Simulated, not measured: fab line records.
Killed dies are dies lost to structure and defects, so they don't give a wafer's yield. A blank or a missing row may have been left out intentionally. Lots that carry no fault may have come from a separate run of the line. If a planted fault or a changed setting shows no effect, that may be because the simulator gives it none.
Chamber matching ; flow nandHarc ; NHARC_A_WL_FILL_ALD_10 on aldHk-02: 4 sister chambers
The step deposits SiO2, target thk 50 nm, pulse time 10 s, ald cycles 500. 8 wafers are shown with their chamber, then 7 later ones without.

== WAFERS PAIRED WITH THEIR CHAMBERS ==
wafer;chamber;heaterPowerW (W);susceptorTempC (C)
L078.1;1;520;300.09
L082.3;0;477;300.19
L082.6;3;455;299.79
L087.4;2;432;299.90
L087.2;0;479;299.84
L087.6;3;453;299.79
L088.1;1;543;300.13
L088.2;2;443;299.91

== WAFERS WITH NO CHAMBER GIVEN ==
wafer;heaterPowerW (W);susceptorTempC (C)
L088.5;477;300.03
L091.2;434;299.89
L091.3;464;299.86
L091.6;437;300.04
L094.1;434;300.05
L094.2;425;300.08
L094.3;466;300.10

== WHICH CHAMBER EACH ONE RAN IN ==
wafer;from the rows above;in truth
L088.5;0;0
L091.2;can't be placed: 2 or 3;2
L091.3;can't be placed: 3 or 0 or 2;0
L091.6;can't be placed: 2 or 3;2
L094.1;can't be placed: 2 or 3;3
L094.2;can't be placed: 2 or 3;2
L094.3;can't be placed: 0 or 3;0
1 of 7 placed correctly. Cannot be placed on the basis of these rows: 6; the candidates contain the true chamber in 6. Placed wrongly: 0.
How it was worked out, from the rows above alone: a wafer's distance from a chamber is the root of the sum, over the readings, of the square of ((its reading less the chamber's mean) divided by the reading's scatter). If the next closest chamber is less than 2 further off than the closest, the wafer can't be placed; otherwise it belongs to the closest. Each chamber's mean is taken over the wafers shown for it. The scatter: the root of (the sum of the squares of (reading less its chamber's mean) over the shown wafers, divided by (wafers less chambers)).
